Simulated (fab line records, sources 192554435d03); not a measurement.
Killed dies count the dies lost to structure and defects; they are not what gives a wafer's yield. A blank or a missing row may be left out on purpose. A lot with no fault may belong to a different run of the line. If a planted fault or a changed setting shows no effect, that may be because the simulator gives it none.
fab line records | flow n5-finfet
[record] lots = 13 | wafers = 39 | last-day = 18
route steps=1938 shown BEOL_M11@1584 PASSIVATION@1905
lots that met no fault: from a run of the same line without faults
start-h: the number of hours between the record's first day and the start of the first shown wafer of the lot | wait-h: hours elapsed since this lot's preceding step | " repeats the value in the row above | L1.1+2: a single row standing in for several wafers | - value missing, or start not given | * or withheld: withheld | < > ~ a bound
route shown NAME@n: a module of which the file shows steps, and the number in the route of the first | usual: mean and standard deviation over wafers with no fault | same: alike in all rows | chamber/n: place in a boat | sites: each site's reading | _std_site: their standard deviation | _edge_site: the outer-site mean with the inner-site mean subtracted | radius-mm: for every site, how far away it sits from the centre of the wafer | mask NAME#n: copy n | behind: the last tool/chamber to shape the wafer | hold: why the lot was held/for how many hours/how that ended | device: the transistor (n, p or np) that didn't switch | end of line: the tests these same wafers got at the end of their route | step lacking rows: just its recipe | killed: the dies lost at the first sort to structure and to defects; this is not the yield of the wafer | map: a wafer's dies, x killed, . not, _ none there
set.NAME: the run value of the setting; set.NAME@STEP: its run value at that earlier step | model.NAME: the simulator's own value behind a step, which no gauge read
a sample of lots followed through the steps of the route, with each step as a table and each wafer as a row
services: the hour from which a tool's chamber was out of use, counted from the record's first day as start-h (under 0 if before that day), plus the number of hours and why
[[steps]]
[step N5_BEOL_M11_PRECLEAN_42]
[recipe] chemistry = residue-remover | time-s = 60 | temp-c = 40
lot.wafer  | tool         | chamber | start-h | wait-h
L723.4+5+6 | wet-bench-03 | 5,2,3   | 227.98  | 0.0
L724.1+2+6 | wet-bench-03 | 1,0,7   | 235.56  | 0.0
L725.3+4+5 | wet-bench-03 | 0,4,5   | 247.13  | 0.0
L726.2+3+6 | wet-bench-02 | 3,4,5   | 248.44  | 0.0
L727.1+3+6 | wet-bench-03 | 3,5,4   | 254.73  | 0.0
L730.1+3+5 | wet-bench-01 | 3,0,7   | 272.75  | 0.0
L729.1+4+5 | wet-bench-03 | 3,5,4   | 272.99  | 0.0
L732.2+3+5 | wet-bench-02 | 1,2,6   | 277.04  | 0.0
L733.1+3+6 | wet-bench-01 | 0,3,1   | 295.58  | 0.0
L734.3+4+6 | wet-bench-02 | 7,3,6   | 298.85  | 0.0
L735.1+4+5 | wet-bench-02 | 5,4,1   | 308.56  | 0.0
L738.3+4+6 | wet-bench-02 | 7,6,5   | 329.40  | 0.0
L746.2+4+6 | wet-bench-02 | 4,3,0   | 394.81  | 0.0
[step N5_PASSIVATION_CD_MEAS_30]
[recipe] target-cd-nm = 4000 | landing-energy-ev = 500 | detector = se-inlens | polarity = opening
[usual] cd-nm = 4000.7/2.3
lot.wafer | tool      | chamber | start-h | wait-h | cd-nm
L723.4    | cd-sem-03 | 0       | 259.73  | -      | 4001.4
L723.5    | "         | 0       | "       | "      | 3996.9
L723.6    | "         | 0       | "       | "      | 4000.2
L724.1    | cd-sem-03 | 0       | 271.28  | -      | 3998.9
L724.2    | "         | 0       | "       | "      | 4002.6
L724.6    | "         | 0       | "       | "      | 4004.1
L725.3    | cd-sem-01 | 0       | 282.57  | -      | 4003.5
L725.4    | "         | 0       | "       | "      | 4002.4
L725.5    | "         | 0       | "       | "      | 4003.2
L726.2    | cd-sem-03 | 0       | 290.27  | -      | 4000.8
L726.3    | "         | 0       | "       | "      | 3997.5
L726.6    | "         | 0       | "       | "      | 3998.1
L727.1    | cd-sem-01 | 0       | 296.06  | -      | 4000.6
L727.3    | "         | 0       | "       | "      | 4002.3
L727.6    | "         | 0       | "       | "      | 4000.8
L730.1    | cd-sem-03 | 0       | 308.31  | -      | 4001.9
L730.3    | "         | 0       | "       | "      | 3996.8
L730.5    | "         | 0       | "       | "      | 4002.2
L729.1    | cd-sem-02 | 0       | 313.05  | -      | 3997.4
L729.4    | "         | 0       | "       | "      | 3998.5
L729.5    | "         | 0       | "       | "      | 4000.4
L732.2    | cd-sem-03 | 0       | 313.97  | -      | 3997.9
L732.3    | "         | 0       | "       | "      | 3998.5
L732.5    | "         | 0       | "       | "      | 3996.6
L733.1    | cd-sem-01 | 0       | 332.54  | -      | 4004.1
L733.3    | "         | 0       | "       | "      | 4002.5
L733.6    | "         | 0       | "       | "      | 4000.9
L734.3    | cd-sem-01 | 0       | 340.98  | -      | 4003.4
L734.4    | "         | 0       | "       | "      | 4002.1
L734.6    | "         | 0       | "       | "      | 4000.7
L735.1    | cd-sem-03 | 0       | 346.58  | -      | 4000.2
L735.4    | "         | 0       | "       | "      | 4000.3
L735.5    | "         | 0       | "       | "      | 4000.8
L738.3    | cd-sem-01 | 0       | 368.40  | -      | 4000.3
L738.4    | "         | 0       | "       | "      | 3999.6
L738.6    | "         | 0       | "       | "      | 4000.4
L746.2    | cd-sem-02 | 0       | 434.07  | -      | 4000.5
L746.4    | "         | 0       | "       | "      | 3999.0
L746.6    | "         | 0       | "       | "      | 3998.1
[step N5_PASSIVATION_OVL_MEAS_66]
[recipe] points-per-wafer = 44
[usual] PASS_OPEN_OVL = 2/5.1
lot.wafer | tool       | chamber | start-h | wait-h | PASS_OPEN_OVL[nm]
L723.4    | overlay-02 | 0       | 262.23  | 0.0    | -3
L723.5    | "          | 0       | "       | "      | 1
L723.6    | "          | 0       | "       | "      | 0
L724.1    | overlay-02 | 0       | 273.69  | 0.0    | 4
L724.2    | "          | 0       | "       | "      | 7
L724.6    | "          | 0       | "       | "      | 10
L725.3    | overlay-02 | 0       | 284.49  | 0.0    | 2
L725.4    | "          | 0       | "       | "      | 13
L725.5    | "          | 0       | "       | "      | -4
L726.2    | overlay-02 | 0       | 292.16  | 0.0    | 4
L726.3    | "          | 0       | "       | "      | 6
L726.6    | "          | 0       | "       | "      | 0
L727.1    | overlay-02 | 0       | 297.89  | 0.0    | 8
L727.3    | "          | 0       | "       | "      | 10
L727.6    | "          | 0       | "       | "      | 7
L730.1    | overlay-02 | 0       | 310.21  | 0.0    | -2
L730.3    | "          | 0       | "       | "      | -1
L730.5    | "          | 0       | "       | "      | -5
L729.1    | overlay-01 | 0       | 314.87  | 0.0    | 3
L729.4    | "          | 0       | "       | "      | 2
L729.5    | "          | 0       | "       | "      | -1
L732.2    | overlay-01 | 0       | 315.75  | 0.0    | -1
L732.3    | "          | 0       | "       | "      | 0
L732.5    | "          | 0       | "       | "      | -8
L733.1    | overlay-01 | 0       | 334.31  | 0.0    | 8
L733.3    | "          | 0       | "       | "      | 3
L733.6    | "          | 0       | "       | "      | 11
L734.3    | overlay-02 | 0       | 342.87  | 0.0    | 0
L734.4    | "          | 0       | "       | "      | 5
L734.6    | "          | 0       | "       | "      | -3
L735.1    | overlay-01 | 0       | 348.48  | 0.0    | 0
L735.4    | "          | 0       | "       | "      | 4
L735.5    | "          | 0       | "       | "      | 5
L738.3    | overlay-02 | 0       | 370.51  | 0.0    | 2
L738.4    | "          | 0       | "       | "      | -1
L738.6    | "          | 0       | "       | "      | -2
L746.2    | overlay-01 | 0       | 435.87  | 0.0    | 7
L746.4    | "          | 0       | "       | "      | 12
L746.6    | "          | 0       | "       | "      | 7
[step N5_PASSIVATION_PROBE_49]
[usual] defect-limited-yield = 91.4/1.5 | killed_at_M0_to_M3 = 35/11 | killed_at_M4_up = 16/7 | killed-at-contacts = 11/5.3 | killed-at-front-end = 37/11 | killed-at-other = 3.1/2.8 | killed-dies = 102/18 | killed-on-rim = 13/3.7 | killed-open = 69/15 | killed-short = 31/7.8 | sort_bin_5_function = 5.1/1.1 | sort_bin_6_memory = 3.2/0.69 | sort-n-pass = 1078/18 | sort-yield-pct = 91.4/1.5
[same] gross-dies = 1180 | killed-at-back-side = 0 | sort_bin_4_leakage[%] = 0 | sort_bin_8_speed[%] = 0
lot.wafer | tool      | chamber | start-h | wait-h | defect-limited-yield[%] | killed_at_M0_to_M3 | killed_at_M4_up | killed-at-contacts | killed-at-front-end | killed-at-other | killed-dies | killed-on-rim | killed-open | killed-short | sort_bin_5_function[%] | sort_bin_6_memory[%] | sort-n-pass | sort-yield-pct[%]
L723.4    | prober-02 | -       | 265.49  | 0.2    | 90.1                    | 35                 | 15              | 15                 | 50                  | 2               | 117         | 10            | 82          | 33           | 5.8                    | 3.8                  | 1063        | 90.1
L723.5    | prober-02 | -       | 265.54  | 0.2    | 90.5                    | 22                 | 20              | 17                 | 53                  | 0               | 112         | 15            | 77          | 33           | 5.2                    | 4.0                  | 1068        | 90.5
L723.6    | prober-02 | -       | 265.59  | 0.3    | 89.8                    | 36                 | 21              | 10                 | 43                  | 10              | 120         | 13            | 85          | 35           | 5.6                    | 4.0                  | 1060        | 89.8
L724.1    | prober-01 | -       | 276.97  | 0.0    | 93.6                    | 26                 | 8               | 8                  | 26                  | 7               | 75          | 9             | 49          | 23           | 3.4                    | 2.7                  | 1105        | 93.6
L724.2    | prober-01 | -       | 277.02  | 0.1    | 92.2                    | 36                 | 7               | 3                  | 42                  | 4               | 92          | 15            | 51          | 41           | 4.2                    | 3.5                  | 1088        | 92.2
L724.6    | prober-01 | -       | 277.22  | 0.3    | 93.4                    | 26                 | 7               | 9                  | 30                  | 6               | 78          | 15            | 43          | 33           | 4.2                    | 2.4                  | 1102        | 93.4
L726.3    | prober-01 | -       | 295.66  | 0.1    | 91.3                    | 27                 | 9               | 17                 | 47                  | 3               | 103         | 13            | 71          | 32           | 5.3                    | 3.0                  | 1077        | 91.3
L727.1    | prober-01 | -       | 301.03  | 0.0    | 88.0                    | 64                 | 26              | 16                 | 28                  | 8               | 142         | 26            | 102         | 39           | 6.8                    | 4.7                  | 1038        | 88.0
L727.3    | prober-01 | -       | 301.13  | 0.1    | 88.6                    | 42                 | 34              | 22                 | 35                  | 2               | 135         | 16            | 109         | 25           | 6.8                    | 4.5                  | 1045        | 88.6
L727.6    | prober-01 | -       | 301.28  | 0.3    | 91.1                    | 33                 | 18              | 13                 | 38                  | 3               | 105         | 14            | 72          | 32           | 5.8                    | 2.9                  | 1075        | 91.1
L730.1    | prober-01 | -       | 313.43  | 0.0    | 91.0                    | 56                 | 6               | 11                 | 31                  | 2               | 106         | 17            | 59          | 47           | 5.5                    | 3.1                  | 1074        | 91.0
L730.3    | prober-01 | -       | 313.53  | 0.1    | 87.5                    | 64                 | 21              | 17                 | 45                  | 0               | 147         | 22            | 90          | 51           | 7.2                    | 4.6                  | 1033        | 87.5
L730.5    | prober-01 | -       | 313.63  | 0.2    | 91.7                    | 42                 | 12              | 11                 | 31                  | 2               | 98          | 14            | 62          | 34           | 4.7                    | 3.4                  | 1082        | 91.7
L729.1    | prober-02 | -       | 318.08  | 0.0    | 93.4                    | 33                 | 7               | 7                  | 31                  | 0               | 78          | 10            | 55          | 22           | 4.1                    | 2.4                  | 1102        | 93.4
L729.4    | prober-02 | -       | 318.23  | 0.2    | 94.0                    | 34                 | 6               | 8                  | 23                  | 0               | 71          | 9             | 39          | 32           | 3.7                    | 2.0                  | 1109        | 94.0
L729.5    | prober-02 | -       | 318.28  | 0.2    | 92.4                    | 27                 | 4               | 17                 | 40                  | 2               | 90          | 8             | 58          | 27           | 4.3                    | 2.5                  | 1090        | 92.4
L732.2    | prober-01 | -       | 318.90  | 0.1    | 93.3                    | 14                 | 22              | 13                 | 30                  | 0               | 79          | 10            | 55          | 20           | 3.7                    | 2.9                  | 1101        | 93.3
L732.3    | prober-01 | -       | 318.95  | 0.1    | 91.9                    | 25                 | 18              | 17                 | 31                  | 4               | 95          | 16            | 60          | 32           | 4.2                    | 3.7                  | 1085        | 91.9
L732.5    | prober-01 | -       | 319.05  | 0.2    | 92.0                    | 33                 | 10              | 15                 | 34                  | 2               | 94          | 13            | 65          | 25           | 4.7                    | 3.1                  | 1086        | 92.0
L733.1    | prober-01 | -       | 337.50  | 0.0    | 91.1                    | 38                 | 12              | 21                 | 30                  | 4               | 105         | 16            | 66          | 39           | 4.7                    | 3.8                  | 1075        | 91.1
L733.3    | prober-01 | -       | 337.60  | 0.1    | 91.2                    | 34                 | 28              | 9                  | 27                  | 6               | 104         | 11            | 82          | 20           | 5.1                    | 3.3                  | 1076        | 91.2
L733.6    | prober-01 | -       | 337.75  | 0.3    | 92.8                    | 26                 | 14              | 9                  | 33                  | 3               | 85          | 10            | 62          | 19           | 3.7                    | 3.4                  | 1095        | 92.8
L734.3    | prober-02 | -       | 346.09  | 0.1    | 90.9                    | 45                 | 9               | 16                 | 35                  | 2               | 107         | 14            | 54          | 50           | 5.0                    | 3.7                  | 1073        | 90.9
L734.4    | prober-02 | -       | 346.14  | 0.2    | 92.3                    | 37                 | 21              | 8                  | 24                  | 1               | 91          | 10            | 65          | 26           | 4.2                    | 3.2                  | 1089        | 92.3
L734.6    | prober-02 | -       | 346.24  | 0.3    | 92.0                    | 35                 | 11              | 17                 | 30                  | 1               | 94          | 12            | 69          | 25           | 5.1                    | 2.6                  | 1086        | 92.0
L735.1    | prober-02 | -       | 352.64  | 0.0    | 89.2                    | 53                 | 11              | 9                  | 54                  | 0               | 127         | 21            | 88          | 38           | 7.1                    | 3.2                  | 1053        | 89.2
L735.4    | prober-02 | -       | 352.79  | 0.2    | 91.9                    | 29                 | 10              | 13                 | 41                  | 2               | 95          | 16            | 50          | 36           | 4.3                    | 3.2                  | 1085        | 91.9
L735.5    | prober-02 | -       | 352.84  | 0.2    | 91.9                    | 15                 | 17              | 8                  | 52                  | 3               | 95          | 8             | 68          | 22           | 4.6                    | 3.1                  | 1085        | 91.9
L738.3    | prober-01 | -       | 373.73  | 0.1    | 90.2                    | 41                 | 19              | 12                 | 28                  | 16              | 116         | 12            | 75          | 41           | 5.8                    | 3.7                  | 1064        | 90.2
L738.4    | prober-01 | -       | 373.78  | 0.2    | 89.7                    | 55                 | 10              | 17                 | 35                  | 5               | 122         | 18            | 75          | 47           | 6.6                    | 3.3                  | 1058        | 89.7
L738.6    | prober-01 | -       | 373.88  | 0.3    | 86.4                    | 40                 | 79              | 9                  | 28                  | 4               | 160         | 25            | 63          | 29           | 8.2                    | 4.4                  | 1020        | 86.4
// killed by level:class
L723.4 FIN_SAQP:geometric-particle:open=14 FIN_SAQP:geometric-particle:short=14 MOL_CONTACT_COAG:geometric-particle:open=12 BEOL_M0_SAQP:geometric-particle:open=10 STI_FIN_REVEAL:geometric-particle:open=8 BEOL_M1:geometric-particle:open=7 BEOL_M0_SAQP:geometric-particle:short=5 BEOL_M0:geometric-particle:open=5
L723.5 MOL_CONTACT_COAG:geometric-particle:open=15 FIN_SAQP:geometric-particle:open=14 FIN_SAQP:geometric-particle:short=11 BEOL_M1:geometric-particle:open=8 STI_FIN_REVEAL:geometric-particle:open=7 BEOL_M4:geometric-particle:open=7 BEOL_M2:geometric-particle:open=6 BEOL_M5:geometric-particle:open=6
L723.6 FIN_SAQP:geometric-particle:open=17 MOL_CONTACT_COAG:geometric-particle:open=9 BEOL_M3:geometric-particle:open=8 BEOL_M4:geometric-particle:open=8 BEOL_M1:geometric-particle:open=7 DUMMY_GATE:geometric-particle:open=6 BEOL_M0_SAQP:geometric-particle:short=6 BEOL_M4:geometric-particle:short=6
L724.1 MOL_CONTACT_COAG:geometric-particle:open=8 BEOL_M2:geometric-particle:open=7 BEOL_M0_SAQP:geometric-particle:open=5 BEOL_M0_SAQP:geometric-particle:short=5 FIN_SAQP:geometric-particle:short=4 DUMMY_GATE:geometric-particle:open=4 BEOL_M3:geometric-particle:open=4 FIN_SAQP:geometric-particle:open=3
L724.2 BEOL_M0_SAQP:geometric-particle:open=11 GATE_CUT:geometric-particle:short=8 BEOL_M0_SAQP:geometric-particle:short=7 BEOL_M2:geometric-particle:open=6 ILD0:geometric-particle:open=5 BEOL_M2:geometric-particle:short=5 STARTING-WAFER:geometric-particle:short=5 FIN_SAQP:geometric-particle:open=4
L724.6 BEOL_M1:geometric-particle:open=9 MOL_CONTACT_COAG:geometric-particle:open=6 FIN_SAQP:geometric-particle:short=5 STARTING-WAFER:geometric-particle:open=5 DUMMY_GATE:geometric-particle:open=4 BEOL_M0_SAQP:geometric-particle:short=4 BEOL_M1:geometric-particle:short=4 STARTING-WAFER:geometric-particle:short=4
L726.3 MOL_CONTACT_COAG:geometric-particle:open=12 FIN_SAQP:geometric-particle:open=9 GATE_CUT:geometric-particle:short=7 STI_FIN_REVEAL:geometric-particle:open=6 ILD0:geometric-particle:open=6 BEOL_M0_SAQP:geometric-particle:open=6 GATE_CUT:geometric-particle:open=5 MOL_CONTACT_COAG:geometric-particle:short=5
L727.1 BEOL_M3:geometric-particle:open=18 BEOL_M4:geometric-particle:open=17 MOL_CONTACT_COAG:geometric-particle:open=13 BEOL_M0_SAQP:geometric-particle:open=12 BEOL_M1:geometric-particle:open=11 BEOL_M0_SAQP:geometric-particle:short=10 BEOL_M2:geometric-particle:open=7 FIN_SAQP:geometric-particle:short=5
L727.3 MOL_CONTACT_COAG:geometric-particle:open=20 BEOL_M4:geometric-particle:open=18 STI_FIN_REVEAL:geometric-particle:open=14 BEOL_M0_SAQP:geometric-particle:open=9 DUMMY_GATE:geometric-particle:open=9 BEOL_M3:geometric-particle:open=9 BEOL_M5:geometric-particle:open=8 BEOL_M2:geometric-particle:open=7
L727.6 MOL_CONTACT_COAG:geometric-particle:open=12 BEOL_M3:geometric-particle:open=12 BEOL_M4:geometric-particle:open=11 FIN_SAQP:geometric-particle:short=9 BEOL_M2:geometric-particle:open=7 STI_FIN_REVEAL:geometric-particle:open=6 BEOL_M0_SAQP:geometric-particle:short=5 STARTING-WAFER:geometric-particle:open=4
L730.1 BEOL_M0_SAQP:geometric-particle:short=22 BEOL_M0_SAQP:geometric-particle:open=18 MOL_CONTACT_COAG:geometric-particle:open=9 BEOL_M1:geometric-particle:open=6 GATE_CUT:geometric-particle:short=5 FIN_SAQP:geometric-particle:open=4 FIN_SAQP:geometric-particle:short=4 STI_FIN_REVEAL:geometric-particle:open=3
L730.3 BEOL_M0_SAQP:geometric-particle:open=30 BEOL_M0_SAQP:geometric-particle:short=27 FIN_SAQP:geometric-particle:open=18 MOL_CONTACT_COAG:geometric-particle:open=13 FIN_SAQP:geometric-particle:short=9 BEOL_M4:geometric-particle:open=8 DUMMY_GATE:geometric-particle:open=5 MOL_CONTACT_COAG:geometric-particle:short=4
L730.5 BEOL_M0_SAQP:geometric-particle:open=15 BEOL_M0_SAQP:geometric-particle:short=14 MOL_CONTACT_COAG:geometric-particle:open=9 FIN_SAQP:geometric-particle:open=6 BEOL_M4:geometric-particle:open=6 DUMMY_GATE:geometric-particle:open=5 BEOL_M1:geometric-particle:open=5 FIN_SAQP:geometric-particle:short=4
L729.1 STI_FIN_REVEAL:geometric-particle:open=9 MOL_CONTACT_COAG:geometric-particle:open=7 BEOL_M0_SAQP:geometric-particle:short=7 BEOL_M0_SAQP:geometric-particle:open=7 BEOL_M2:geometric-particle:open=6 FIN_SAQP:geometric-particle:short=5 BEOL_M3:geometric-particle:open=5 BEOL_M1:geometric-particle:open=4
L729.4 BEOL_M0_SAQP:geometric-particle:short=8 BEOL_M2:geometric-particle:open=7 FIN_SAQP:geometric-particle:short=6 MOL_CONTACT_COAG:geometric-particle:open=6 DUMMY_GATE:geometric-particle:open=4 BEOL_M1:geometric-particle:open=4 BEOL_M0_SAQP:geometric-particle:open=3 BEOL_M6:geometric-particle:open=3
L729.5 MOL_CONTACT_COAG:geometric-particle:open=13 STI_FIN_REVEAL:geometric-particle:open=12 DUMMY_GATE:geometric-particle:open=8 BEOL_M0_SAQP:geometric-particle:short=8 FIN_SAQP:geometric-particle:open=5 BEOL_M1:geometric-particle:open=5 HKMG_FIN:area-etch=5 BEOL_M2:geometric-particle:open=4
L732.2 STI_FIN_REVEAL:geometric-particle:open=10 MOL_CONTACT_COAG:geometric-particle:open=10 BEOL_M4:geometric-particle:short=8 BEOL_M4:geometric-particle:open=6 DUMMY_GATE:geometric-particle:open=5 BEOL_M0_SAQP:geometric-particle:open=5 BEOL_M5:geometric-particle:open=5 GATE_CUT:geometric-particle:open=4
L732.3 MOL_CONTACT_COAG:geometric-particle:open=14 BEOL_M4:geometric-particle:open=8 BEOL_M0_SAQP:geometric-particle:short=7 FIN_SAQP:geometric-particle:open=6 BEOL_M1:geometric-particle:open=5 STI_FIN_REVEAL:geometric-particle:open=4 ILD0:geometric-particle:open=4 BEOL_M2:geometric-particle:open=4
L732.5 MOL_CONTACT_COAG:geometric-particle:open=11 STI_FIN_REVEAL:geometric-particle:open=9 BEOL_M1:geometric-particle:open=8 BEOL_M2:geometric-particle:open=8 GATE_CUT:geometric-particle:open=7 GATE_CUT:geometric-particle:short=5 FIN_SAQP:geometric-particle:open=4 BEOL_M0_SAQP:geometric-particle:open=4
L733.1 MOL_CONTACT_COAG:geometric-particle:open=16 BEOL_M3:geometric-particle:open=9 FIN_SAQP:geometric-particle:short=8 BEOL_M1:geometric-particle:open=7 BEOL_M1:geometric-particle:short=7 BEOL_M4:geometric-particle:open=6 FIN_SAQP:geometric-particle:open=5 GATE_CUT:geometric-particle:short=5
L733.3 BEOL_M4:geometric-particle:open=15 BEOL_M3:geometric-particle:open=9 STI_FIN_REVEAL:geometric-particle:open=8 MOL_CONTACT_COAG:geometric-particle:open=8 BEOL_M2:geometric-particle:open=8 BEOL_M1:geometric-particle:open=6 BEOL_M6:geometric-particle:open=4 FIN_SAQP:geometric-particle:short=3
L733.6 BEOL_M2:geometric-particle:open=8 FIN_SAQP:geometric-particle:short=7 MOL_CONTACT_COAG:geometric-particle:open=7 FIN_SAQP:geometric-particle:open=6 BEOL_M0_SAQP:geometric-particle:open=5 BEOL_M3:geometric-particle:open=4 BEOL_M1:geometric-particle:open=4 BEOL_M4:geometric-particle:open=4
L734.3 MOL_CONTACT_COAG:geometric-particle:open=12 BEOL_M0_SAQP:geometric-particle:short=12 BEOL_M3:geometric-particle:short=10 FIN_SAQP:geometric-particle:open=8 BEOL_M3:geometric-particle:open=6 FIN_SAQP:geometric-particle:short=5 BEOL_M0_SAQP:geometric-particle:open=5 GATE_CUT:geometric-particle:short=4
L734.4 BEOL_M2:geometric-particle:open=13 BEOL_M4:geometric-particle:open=10 BEOL_M1:geometric-particle:open=7 BEOL_M0_SAQP:geometric-particle:open=6 MOL_CONTACT_COAG:geometric-particle:open=5 STI_FIN_REVEAL:geometric-particle:open=4 MOL_CONTACT_COAG:geometric-particle:short=3 BEOL_M0:geometric-particle:open=3
L734.6 MOL_CONTACT_COAG:geometric-particle:open=14 BEOL_M2:geometric-particle:open=13 FIN_SAQP:geometric-particle:open=7 BEOL_M0_SAQP:geometric-particle:open=6 BEOL_M0_SAQP:geometric-particle:short=5 BEOL_M4:geometric-particle:open=5 GATE_CUT:geometric-particle:short=4 GATE_CUT:geometric-particle:open=4
L735.1 BEOL_M3:geometric-particle:open=22 FIN_SAQP:geometric-particle:short=11 FIN_SAQP:geometric-particle:open=10 MOL_CONTACT_COAG:geometric-particle:open=9 BEOL_M1:geometric-particle:open=8 DUMMY_GATE:geometric-particle:open=7 BEOL_M2:geometric-particle:open=5 STARTING-WAFER:geometric-particle:short=5
L735.4 BEOL_M3:geometric-particle:open=11 DUMMY_GATE:geometric-particle:open=9 MOL_CONTACT_COAG:geometric-particle:open=8 STI_FIN_REVEAL:geometric-particle:open=7 STARTING-WAFER:geometric-particle:short=7 BEOL_M0_SAQP:geometric-particle:short=6 DUMMY_GATE:geometric-particle:short=4 BEOL_M4:geometric-particle:open=4
L735.5 FIN_SAQP:geometric-particle:open=11 GATE_CUT:geometric-particle:open=11 FIN_SAQP:geometric-particle:short=8 STI_FIN_REVEAL:geometric-particle:open=7 MOL_CONTACT_COAG:geometric-particle:open=7 BEOL_M3:geometric-particle:open=6 DUMMY_GATE:geometric-particle:open=5 BEOL_M4:geometric-particle:open=4
L738.3 MOL_CONTACT_COAG:geometric-particle:open=10 BEOL_M2:geometric-particle:open=9 BEOL_M3:geometric-particle:open=8 BEOL_M4:geometric-particle:open=7 FIN_SAQP:geometric-particle:open=6 DUMMY_GATE:geometric-particle:open=6 BEOL_M0_SAQP:geometric-particle:short=5 BEOL_M1:geometric-particle:open=5
L738.4 MOL_CONTACT_COAG:geometric-particle:open=17 BEOL_M3:geometric-particle:open=12 GATE_CUT:geometric-particle:short=11 BEOL_M0_SAQP:geometric-particle:short=11 BEOL_M2:geometric-particle:open=10 BEOL_M2:geometric-particle:short=7 FIN_SAQP:geometric-particle:open=5 BEOL_M1:geometric-particle:open=5
L738.6 BEOL_M11:unspecified=66 BEOL_M3:geometric-particle:open=9 BEOL_M2:geometric-particle:open=8 MOL_CONTACT_COAG:geometric-particle:open=7 BEOL_M0_SAQP:geometric-particle:open=7 BEOL_M4:geometric-particle:open=6 BEOL_M1:geometric-particle:open=5 FIN_SAQP:geometric-particle:open=4
[[services]]
tool         | chamber | start-h | hours | kind
wet-bench-01 | -       | 221.22  | 2.5   | repair
[[key]]
[first-sign] step = N5_PASSIVATION_PROBE_49 | reading = killed_at_M4_up | direction = up | sigmas = 9.1 | usual = 16 | struck = 79
[effect] step = N5_PASSIVATION_PROBE_49 | reading = killed-dies | direction = up | sigmas = 3.2 | usual = 102 | struck = 160
[more-kills-born-at] N5_BEOL_M11_PRECLEAN_42@wet-bench-02 = 66
met-at N5_BEOL_M11_PRECLEAN_42
struck-lots L738
struck-wafers L738.6
not-acting-at N5_PASSIVATION_CD_MEAS_30,N5_PASSIVATION_OVL_MEAS_66
onset-between 308.56 329.40
[fault] kind = chamber-particle-source | tool = wet-bench-02 | chamber = 5 | onset-h = 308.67 | steps = N5_BEOL_M11_PRECLEAN_42 | rate-per-visit-cm2 = 0.38555 | end-h = 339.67
